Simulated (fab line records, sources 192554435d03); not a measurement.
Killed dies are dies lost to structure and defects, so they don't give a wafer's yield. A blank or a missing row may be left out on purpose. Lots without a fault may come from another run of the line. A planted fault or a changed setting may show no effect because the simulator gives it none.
fab line records | flow n5_finfet | part 1 of 2: steps 1 to 18 of 25
record lots=5 wafers=15 last_day=18
route steps=1938 shown BEOL_M4@1036
lots that met no fault: from a run of the same line without faults
start_h: hours from the record's first day to the start of the lot's first wafer shown | wait_h: hours since the lot's step before | " the same as in the row above | L1.1+2: a row that stands for several wafers | - no value, or no start given | * or withheld: withheld | < > ~ a bound
route shown NAME@n: a module of which the file shows steps, and the number in the route of the first | usual: mean/standard deviation of fault-free wafers | same: alike in all rows | chamber/n: place in a boat | sites: the reading at each site | _std_site: their standard deviation | _edge_site: outer sites' mean less inner sites' | radius_mm: how far each site lies from the wafer's centre | mask NAME#n: copy n | behind: the tool/chamber that last shaped the wafer | hold: why the lot was held/for how many hours/how that ended | device: the transistor (n, p or np) that didn't switch | end of line: the same wafers' tests at the end of the route | a step without rows: its recipe alone | killed: dies lost to structure and defects at the first sort, not the wafer's yield | map: a wafer's dies, x killed, . not, _ none there
set.NAME: the setting as run; set.NAME@STEP: as run at that earlier step | model.NAME: the simulator's own value behind a step, which no gauge read
lots at some steps of the route; a table a step, a row a wafer
services: from which hour (start_h, from the record's first day; less than 0 if before it) a tool's chamber was out of use, for how many hours, and why
## steps
# step N5_BEOL_M4_INSPECT_13
# recipe mode=adi inspect_instrument=brightfield
# usual raw_defect_count=388/82
# columns lot.wafer tool chamber start_h wait_h raw_defect_count
L078.2 defect_inspect-02 - 185.62 0.0 351
L078.3 " - " " 334
L078.6 " - " " 339
L082.1 defect_inspect-01 - 214.96 0.1 405
L082.2 " - " " 328
L082.5 " - " " 370
L090.2 defect_inspect-02 - 268.30 0.0 319
L090.4 " - " " 265
L090.6 " - " " 497
L094.1 defect_inspect-02 - 301.98 0.1 359
L094.4 " - " " 344
L094.6 " - " " 350
L096.1 defect_inspect-01 - 304.61 0.1 493
L096.2 " - " " 372
L096.3 " - " " 476
# step N5_BEOL_M4_DESCUM_16
# recipe chemistry=O2 time_s=7 source_power_w=50 bias_power_w=20 pressure_mtorr=20 rf_frequency_hz=2.712e+07 temp_c=40 resist=CAR-EUV o2_flow_sccm=225
# usual drypump_motor_current_A=5.7/0.42 oes_product_au=0.84/0.096 rf_vpp_V=243.6/1.2 showerhead_plenum_p_Torr=2.12/0.061 throttle_valve_pct=20.38/0.19
# columns lot.wafer tool chamber start_h wait_h drypump_motor_current_A oes_product_au rf_hours_counter_h rf_vpp_V showerhead_plenum_p_Torr throttle_valve_pct
L078.2 rie_diel-05 0 185.66 0.0 5.3 0.92 14 242.4 2.06 20.42
L078.3 " 2 " " 5.7 0.77 127 244.8 2.19 20.43
L078.6 " 3 " " 6.2 0.69 - 242.2 2.05 20.50
L082.1 rie_diel-06 1 215.00 0.0 6.5 0.96 13 244.8 2.14 20.03
L082.2 " 0 " " 5.3 0.68 222 241.5 1.98 20.49
L082.5 " 1 " " 6.5 0.96 - 244.4 2.14 20.03
L090.2 rie_diel-06 0 268.33 0.0 5.4 0.66 239 242.0 1.98 20.51
L090.4 " 1 " " 6.5 0.91 30 244.2 2.13 20.04
L090.6 " 2 " " 6.4 0.87 - 243.8 2.15 20.39
L094.1 rie_diel-05 2 302.05 0.1 5.6 0.74 170 245.2 2.18 20.49
L094.4 " 2 " " 5.7 0.74 - 246.2 2.18 20.47
L094.6 " 0 " " 5.3 0.83 - 241.5 2.05 20.49
L096.1 rie_diel-06 1 304.67 0.1 6.5 0.87 42 243.4 2.13 20.06
L096.2 " 3 " " 5.7 0.84 65 242.2 2.10 20.08
L096.3 " 2 " " 6.4 0.85 56 244.1 2.14 20.41
# step N5_BEOL_M4_ETCH_74
# recipe chemistry=N2/H2 target=underlayer target_depth_a=65 mask_material=CAR-EUV time_s=5.2 ion_energy_ev=200 pressure_mtorr=30 source_w=840 bias_w=150 n2_flow_sccm=200 h2_flow_sccm=200 ends=cleared
# usual drypump_motor_current_A=5.7/0.42 etch_rf_on_time_s=5.17/0.16 h2_flow_sccm=200.1/0.68 oes_product_au=0.71/0.085 rf_vpp_V=524.6/2.4 showerhead_plenum_p_Torr=2.57/0.072 throttle_valve_pct=17.77/0.26
# columns lot.wafer tool chamber start_h wait_h drypump_motor_current_A etch_rf_on_time_s h2_flow_sccm oes_product_au rf_hours_counter_h rf_vpp_V showerhead_plenum_p_Torr throttle_valve_pct
L078.2 rie_diel-05 0 185.69 0.0 5.4 5.44 199.6 0.77 14 523.8 2.51 17.91
L078.3 " 2 " " 5.7 5.12 200.6 0.66 127 529.1 2.68 18.03
L078.6 " 3 " " 6.1 5.17 201.1 0.58 - 524.7 2.52 18.23
L082.1 rie_diel-06 1 215.03 0.0 6.5 4.86 200.2 0.82 13 528.1 2.59 17.35
L082.2 " 0 " " 5.4 5.36 200.0 0.56 222 521.8 2.39 17.86
L082.5 " 1 " " 6.5 4.85 200.0 0.82 - 524.5 2.59 17.38
L090.2 rie_diel-06 0 268.37 0.0 5.3 5.38 200.7 0.56 239 518.9 2.39 17.86
L090.4 " 1 " " 6.5 5.00 200.5 0.78 30 525.9 2.58 17.40
L090.6 " 2 " " 6.4 5.15 200.6 0.76 - 526.3 2.57 17.51
L094.1 rie_diel-05 2 302.08 0.0 5.7 5.23 200.6 0.62 170 526.0 2.66 18.08
L094.4 " 2 " " 5.7 5.19 200.1 0.62 - 528.0 2.66 18.11
L094.6 " 0 " " 5.3 5.60 199.5 0.69 - 520.4 2.50 17.96
L096.1 rie_diel-06 1 304.70 0.0 6.5 4.97 199.2 0.77 42 523.0 2.57 17.38
L096.2 " 3 " " 5.7 5.13 200.4 0.70 65 526.0 2.59 17.60
L096.3 " 2 " " 6.4 5.15 199.3 0.75 56 523.3 2.57 17.49
# step N5_BEOL_M4_ETCH_63
# recipe chemistry=CF4 target=SiARC target_depth_a=156 mask_material=CAR-EUV time_s=26 ion_energy_ev=80 pressure_mtorr=40 source_w=545 bias_w=36 Ar_flow_sccm=100 cf4_flow_sccm=100 ends=cleared
# usual drypump_motor_current_A=5.7/0.41 etch_rf_on_time_s=25.9/0.84 oes_product_au=0.71/0.085 rf_vpp_V=184.4/1.1 showerhead_plenum_p_Torr=2.17/0.055 throttle_valve_pct=15.54/0.23
# columns lot.wafer tool chamber start_h wait_h drypump_motor_current_A etch_rf_on_time_s oes_product_au rf_hours_counter_h rf_vpp_V showerhead_plenum_p_Torr throttle_valve_pct
L078.2 rie_diel-05 0 185.71 0.0 5.4 27.4 0.76 14 183.4 2.10 15.41
L078.3 " 2 " " 5.7 25.6 0.66 127 185.6 2.24 15.66
L078.6 " 3 " " 6.1 26.4 0.58 - 183.1 2.11 15.84
L082.1 rie_diel-06 1 215.05 0.0 6.5 24.4 0.83 13 185.2 2.21 15.30
L082.2 " 0 " " 5.3 26.8 0.57 222 182.1 2.05 15.87
L082.5 " 1 " " 6.4 24.5 0.83 - 184.4 2.21 15.29
L090.2 rie_diel-06 0 268.39 0.0 5.3 27.1 0.56 239 181.7 2.05 15.90
L090.4 " 1 " " 6.5 25.2 0.79 30 183.9 2.20 15.32
L090.6 " 2 " " 6.4 26.1 0.76 - 185.3 2.16 15.33
L094.1 rie_diel-05 2 302.10 0.0 5.7 26.1 0.62 170 183.9 2.23 15.75
L094.4 " 2 " " 5.7 25.8 0.63 - 185.0 2.23 15.74
L094.6 " 0 " " 5.4 27.9 0.69 - 183.9 2.09 15.49
L096.1 rie_diel-06 1 304.72 0.0 6.4 24.9 0.77 42 184.6 2.20 15.36
L096.2 " 3 " " 5.7 25.5 0.71 65 184.8 2.17 15.35
L096.3 " 2 " " 6.4 26.1 0.75 56 183.4 2.16 15.34
# step N5_BEOL_M4_ETCH_64
# recipe chemistry=N2/H2 target=SOC target_depth_a=750 overetch_a=225 mask_material=SiARC temp_c=40 time_s=121.9 ion_energy_ev=200 pressure_mtorr=30 source_w=840 bias_w=150 n2_flow_sccm=200 h2_flow_sccm=200
# usual drypump_motor_current_A=5.7/0.41 h2_flow_sccm=200.0/0.68 oes_product_au=0.63/0.071 rf_vpp_V=524.6/2.2 showerhead_plenum_p_Torr=2.57/0.072 throttle_valve_pct=17.72/0.26
# columns lot.wafer tool chamber start_h wait_h drypump_motor_current_A h2_flow_sccm oes_product_au rf_hours_counter_h rf_vpp_V showerhead_plenum_p_Torr throttle_valve_pct
L078.2 rie_diel-05 0 185.74 0.0 5.3 199.8 0.70 14 522.1 2.52 17.86
L078.3 " 2 " " 5.7 199.4 0.58 127 526.7 2.68 18.00
L078.6 " 3 " " 6.1 199.9 0.52 - 523.6 2.52 18.19
L082.1 rie_diel-06 1 215.08 0.0 6.5 200.5 0.71 13 524.9 2.59 17.29
L082.2 " 0 " " 5.3 199.9 0.52 222 521.1 2.39 17.80
L082.5 " 1 " " 6.5 200.3 0.71 - 525.4 2.59 17.31
L090.2 rie_diel-06 0 268.41 0.0 5.4 199.4 0.51 239 520.2 2.39 17.83
L090.4 " 1 " " 6.5 200.1 0.69 30 525.9 2.58 17.34
L090.6 " 2 " " 6.4 198.7 0.68 - 524.1 2.57 17.43
L094.1 rie_diel-05 2 302.13 0.0 5.7 200.9 0.54 170 527.1 2.66 18.07
L094.4 " 2 " " 5.7 200.8 0.55 - 527.5 2.66 18.07
L094.6 " 0 " " 5.3 200.0 0.63 - 521.8 2.50 17.93
L096.1 rie_diel-06 1 304.75 0.0 6.5 200.3 0.66 42 525.1 2.57 17.35
L096.2 " 3 " " 5.7 199.1 0.63 65 524.3 2.59 17.55
L096.3 " 2 " " 6.4 198.9 0.66 56 524.6 2.57 17.48
# step N5_BEOL_M4_STRIP_65
# recipe chemistry=N2/H2 temp_c=40 n2_flow_sccm=200 h2_flow_sccm=200 rf_frequency_hz=6e+07
# columns lot.wafer tool chamber start_h wait_h
L078.2+3+6 rie_diel-05 0,2,3 185.85 0.1
L082.1+2+5 rie_diel-06 1,0,1 215.19 0.1
L090.2+4+6 rie_diel-06 0,1,2 268.53 0.1
L094.1+4+6 rie_diel-05 2,2,0 302.24 0.1
L096.1+2+3 rie_diel-06 1,3,2 304.86 0.1
# step N5_BEOL_M4_STRIP_75
# recipe chemistry=N2/H2 temp_c=40 n2_flow_sccm=200 h2_flow_sccm=200 rf_frequency_hz=6e+07
# columns lot.wafer tool chamber start_h wait_h
L078.2+3+6 rie_diel-05 0,2,3 185.86 0.0
L082.1+2+5 rie_diel-06 1,0,1 215.20 0.0
L090.2+4+6 rie_diel-06 0,1,2 268.54 0.0
L094.1+4+6 rie_diel-05 2,2,0 302.25 0.0
L096.1+2+3 rie_diel-06 1,3,2 304.87 0.0
# step N5_BEOL_M4_STRIP_66
# recipe chemistry=CF4 resist=SiARC power_w=300 bias_power_w=75 pressure_mtorr=50 cf4_flow_sccm=150 rf_frequency_hz=6e+07
# usual drypump_motor_current_A=5.7/0.41 oes_product_au=0.82/0.093 rf_vpp_V=271.5/1.3 showerhead_plenum_p_Torr=1.82/0.052 throttle_valve_pct=13.51/0.24
# columns lot.wafer tool chamber start_h wait_h drypump_motor_current_A oes_product_au rf_hours_counter_h rf_vpp_V showerhead_plenum_p_Torr throttle_valve_pct
L078.2 rie_diel-05 0 185.87 0.0 5.3 0.90 14 271.5 1.76 13.30
L078.3 " 2 " " 5.7 0.76 127 272.7 1.89 13.69
L078.6 " 3 " " 6.2 0.68 - 271.8 1.77 13.86
L082.1 rie_diel-06 1 215.21 0.0 6.5 0.93 13 271.2 1.85 13.25
L082.2 " 0 " " 5.3 0.67 222 269.5 1.71 13.79
L082.5 " 1 " " 6.5 0.93 - 272.8 1.86 13.24
L090.2 rie_diel-06 0 268.55 0.0 5.3 0.67 239 268.6 1.70 13.84
L090.4 " 1 " " 6.5 0.89 30 273.5 1.85 13.29
L090.6 " 2 " " 6.4 0.88 - 271.9 1.82 13.31
L094.1 rie_diel-05 2 302.26 0.0 5.7 0.72 170 272.9 1.88 13.81
L094.4 " 2 " " 5.6 0.72 - 273.0 1.88 13.77
L094.6 " 0 " " 5.4 0.83 - 270.6 1.74 13.41
L096.1 rie_diel-06 1 304.88 0.0 6.4 0.87 42 272.8 1.85 13.32
L096.2 " 3 " " 5.7 0.81 65 271.3 1.83 13.37
L096.3 " 2 " " 6.4 0.87 56 270.9 1.82 13.34
# step N5_BEOL_M4_HM_OPEN_17
# recipe chemistry=Cl2/BCl3 target_depth_a=200 overetch_a=60 target=TiN mask_material=SOC ion_energy_ev=150 pressure_mtorr=10 icp_w=1000 bias_w=126 Cl2_flow_sccm=53.25 bcl3_flow_sccm=21.75 Ar_flow_sccm=25
# usual drypump_motor_current_A=5.61/0.24 oes_ar_750_au=0.85/0.12 oes_product_au=0.72/0.093 throttle_valve_pct=22.38/0.21
# columns lot.wafer tool chamber start_h wait_h drypump_motor_current_A oes_ar_750_au oes_product_au rf_hours_counter_h throttle_valve_pct
L078.2 rie_metal-01 0 185.91 0.0 5.40 0.87 0.74 13 22.46
L078.3 " 1 " " 5.87 0.97 0.81 - 22.75
L078.6 " 1 " " 5.88 0.97 0.80 - 22.77
L082.1 rie_metal-01 0 215.25 0.0 5.40 0.85 0.72 15 22.47
L082.2 " 1 " " 5.81 0.96 0.81 6 22.75
L082.5 " 0 " " 5.38 0.85 0.72 - 22.48
L090.2 rie_metal-03 0 268.59 0.0 6.02 1.01 0.86 0 22.27
L090.4 " 0 " " 6.02 1.00 0.87 - 22.28
L090.6 " 1 " " 5.47 0.72 0.62 - 22.31
L094.1 rie_metal-02 1 302.50 0.2 5.81 0.88 0.75 16 22.31
L094.4 " 0 " " 5.27 0.90 0.77 - 22.02
L094.6 " 1 " " 5.78 0.88 0.75 - 22.29
L096.1 rie_metal-02 1 304.92 0.0 5.80 0.87 0.74 16 22.32
L096.2 " 0 " " 5.29 0.90 0.79 7 21.99
L096.3 " 1 " " 5.82 0.88 0.74 - 22.32
# step N5_BEOL_M4_STRIP_19
# recipe chemistry=O2 power_w=400 temp_c=40 pressure_mtorr=30 rf_frequency_hz=6e+07 bias_power_w=0 overash_fraction=0.2 o2_flow_sccm=225
# usual drypump_motor_current_A=5.8/0.4 oes_product_au=0.83/0.09 rf_vpp_V=3.7/0.5 showerhead_plenum_p_Torr=2.13/0.058 throttle_valve_pct=16.58/0.2
# columns lot.wafer tool chamber start_h wait_h drypump_motor_current_A oes_product_au rf_hours_counter_h rf_vpp_V showerhead_plenum_p_Torr throttle_valve_pct
L078.2 rie_diel-06 2 186.08 0.1 6.4 0.91 17 2.5 2.16 16.48
L078.3 " 3 " " 5.7 0.89 25 4.3 2.12 16.24
L078.6 " 0 " " 5.3 0.68 - 3.6 1.99 16.79
L082.1 rie_diel-05 3 215.52 0.2 6.1 0.69 246 3.7 2.05 16.86
L082.2 " 2 " " 5.7 0.76 136 3.9 2.19 16.69
L082.5 " 3 " " 6.1 0.68 - 2.9 2.05 16.84
L090.2 rie_diel-04 2 268.90 0.3 5.8 0.78 143 4.1 2.20 16.85
L090.4 " 0 " " 5.3 0.88 - 3.8 2.15 16.64
L090.6 " 1 " " 5.4 0.96 - 2.8 2.15 16.44
L094.1 rie_diel-06 3 302.61 0.1 5.7 0.83 64 3.0 2.11 16.32
L094.4 " 3 " " 5.7 0.84 - 4.2 2.11 16.32
L094.6 " 1 " " 6.4 0.88 - 3.7 2.13 16.30
L096.1 rie_diel-05 1 305.03 0.1 6.1 0.83 82 3.2 2.13 16.45
L096.2 " 2 " " 5.7 0.72 172 4.0 2.18 16.75
L096.3 " 0 " " 5.3 0.82 60 3.9 2.05 16.64
# step N5_BEOL_M4_CD_MEAS_18
# recipe pitch_nm=36 target_cd_nm=18
# usual cd_nm=18.2/0.48
# columns lot.wafer tool chamber start_h wait_h cd_nm
L078.2 cd_sem-01 - 186.15 0.1 17.6
L078.3 " - " " 17.6
L078.6 " - " " 17.9
L082.1 cd_sem-02 - 215.59 0.0 18.5
L082.2 " - " " 18.3
L082.5 " - " " 18.3
L090.2 cd_sem-03 - 268.97 0.1 18.2
L090.4 " - " " 18.0
L090.6 " - " " 17.9
L094.1 cd_sem-02 - 302.68 0.0 18.3
L094.4 " - " " 18.7
L094.6 " - " " 18.4
L096.1 cd_sem-03 - 305.10 0.0 18.6
L096.2 " - " " 18.4
L096.3 " - " " 18.5
# step N5_BEOL_M4_COAT_67
# recipe resist=SOC temp_c=250 time_s=60 spin_rpm=1500 resist_thk_nm=60
# usual chill_plate_temp_C=22.99/0.12 heater_power_total_W=500.6/2
# columns lot.wafer tool chamber start_h wait_h chill_plate_temp_C heater_power_total_W
L078.2 litho_track-04 0 186.18 0.0 23.09 498.2
L078.3 " 0 " " 22.90 498.2
L078.6 " 0 " " 23.03 501.8
L082.1 litho_track-04 0 215.63 0.0 22.77 499.9
L082.2 " 0 " " 23.00 502.8
L082.5 " 0 " " 22.89 497.3
L090.2 litho_track-04 0 269.00 0.0 22.75 502.1
L090.4 " 0 " " 22.91 503.3
L090.6 " 0 " " 22.77 498.6
L094.1 litho_track-02 0 302.72 0.0 23.14 499.8
L094.4 " 0 " " 23.18 501.2
L094.6 " 0 " " 23.10 502.4
L096.1 litho_track-05 0 305.14 0.0 23.01 498.2
L096.2 " 0 " " 22.97 502.5
L096.3 " 0 " " 22.95 501.8
# step N5_BEOL_M4_COAT_68
# recipe resist=SiARC temp_c=220 time_s=60 spin_rpm=1500 resist_thk_nm=12
# usual chill_plate_temp_C=23.00/0.1 heater_power_total_W=427.5/2.2
# columns lot.wafer tool chamber start_h wait_h chill_plate_temp_C heater_power_total_W
L078.2 litho_track-04 0 - - 23.13 424.5
L078.3 " 0 " " 23.03 430.2
L078.6 " 0 " " 22.83 424.4
L082.1 litho_track-04 0 - - 22.91 424.4
L082.2 " 0 " " 23.05 428.9
L082.5 " 0 " " 23.04 424.8
L090.2 litho_track-04 0 - - 23.02 424.4
L090.4 " 0 " " 23.16 430.6
L090.6 " 0 " " 22.91 424.3
L094.1 litho_track-02 0 - - 22.98 427.5
L094.4 " 0 " " 22.89 430.6
L094.6 " 0 " " 23.09 430.1
L096.1 litho_track-05 0 - - 22.84 428.2
L096.2 " 0 " " 22.87 427.8
L096.3 " 0 " " 22.80 430.9
# step N5_BEOL_M4_COAT_76
# recipe resist=underlayer temp_c=205 time_s=60 spin_rpm=1500 resist_thk_nm=5
# usual chill_plate_temp_C=22.99/0.094 heater_power_total_W=391.8/1.4
# columns lot.wafer tool chamber start_h wait_h chill_plate_temp_C heater_power_total_W
L078.2 litho_track-04 0 - - 23.02 394.0
L078.3 " 0 " " 23.00 392.1
L078.6 " 0 " " 23.12 393.0
L082.1 litho_track-04 0 - - 22.88 393.3
L082.2 " 0 " " 22.77 392.7
L082.5 " 0 " " 22.86 392.0
L090.2 litho_track-04 0 - - 22.98 391.2
L090.4 " 0 " " 23.03 391.7
L090.6 " 0 " " 23.07 392.0
L094.1 litho_track-02 0 - - 22.93 389.4
L094.4 " 0 " " 23.02 390.5
L094.6 " 0 " " 22.94 389.8
L096.1 litho_track-05 0 - - 23.04 390.6
L096.2 " 0 " " 23.02 392.8
L096.3 " 0 " " 23.00 392.7
# step N5_BEOL_M4_COAT_22
# recipe resist=CAR-EUV spin_rpm=1500 resist_thk_nm=30
# usual chill_plate_temp_C=23.00/0.1
# columns lot.wafer tool chamber start_h wait_h chill_plate_temp_C
L078.2 litho_track-04 0 - - 23.05
L078.3 " 0 " " 22.95
L078.6 " 0 " " 23.05
L082.1 litho_track-04 0 - - 22.95
L082.2 " 0 " " 22.85
L082.5 " 0 " " 23.10
L090.2 litho_track-04 0 - - 23.10
L090.4 " 0 " " 22.96
L090.6 " 0 " " 23.08
L094.1 litho_track-02 0 - - 22.99
L094.4 " 0 " " 23.09
L094.6 " 0 " " 22.99
L096.1 litho_track-05 0 - - 22.87
L096.2 " 0 " " 23.02
L096.3 " 0 " " 22.97
# step N5_BEOL_M4_EBR_24
# recipe solvent=PGMEA ebr_width_mm=1.5
# usual chill_plate_temp_C=23.01/0.1
# same ebr_width_mm=1.5
# columns lot.wafer tool chamber start_h wait_h chill_plate_temp_C
L078.2 litho_track-04 0 - - 23.04
L078.3 " 0 " " 23.07
L078.6 " 0 " " 23.14
L082.1 litho_track-04 0 - - 22.94
L082.2 " 0 " " 23.00
L082.5 " 0 " " 22.87
L090.2 litho_track-04 0 - - 22.95
L090.4 " 0 " " 22.96
L090.6 " 0 " " 22.96
L094.1 litho_track-02 0 - - 22.93
L094.4 " 0 " " 22.87
L094.6 " 0 " " 23.00
L096.1 litho_track-05 0 - - 23.09
L096.2 " 0 " " 23.24
L096.3 " 0 " " 23.19
# step N5_BEOL_M4_SOFTBAKE_23
# recipe temp_c=110 time_s=60 resist=CAR-EUV
# usual chill_plate_temp_C=22.99/0.11 heater_power_total_W=175.3/1.6
# columns lot.wafer tool chamber start_h wait_h chill_plate_temp_C heater_power_total_W
L078.2 litho_track-04 0 - - 22.97 176.6
L078.3 " 0 " " 22.93 177.1
L078.6 " 0 " " 22.83 175.5
L082.1 litho_track-04 0 - - 23.12 173.0
L082.2 " 0 " " 23.05 174.2
L082.5 " 0 " " 23.08 173.0
L090.2 litho_track-04 0 - - 22.84 177.6
L090.4 " 0 " " 23.06 173.4
L090.6 " 0 " " 23.13 175.1
L094.1 litho_track-02 0 - - 23.06 173.9
L094.4 " 0 " " 22.91 173.1
L094.6 " 0 " " 23.11 177.4
L096.1 litho_track-05 0 - - 22.82 177.2
L096.2 " 0 " " 23.12 173.0
L096.3 " 0 " " 23.15 174.5
# step N5_BEOL_M4_EXPOSE_25
# recipe mask_id=V3 na=0.33 source_shape=quasar sigma_inner=0.2 sigma_outer=0.8 polarization=unpolarized defocus_nm=5 dose_mj=63
# same sigma_outer=0.8
# columns lot.wafer tool chamber start_h wait_h mask
L078.2+3+6 euv_scanner-01 0 186.48 - V3#0
L082.1+2+5 euv_scanner-01 0 215.76 - V3#0
L090.2+4+6 euv_scanner-02 0 269.15 - V3#0
L094.1+4+6 euv_scanner-01 0 302.86 - V3#0
L096.1+2+3 euv_scanner-01 0 305.27 - V3#0
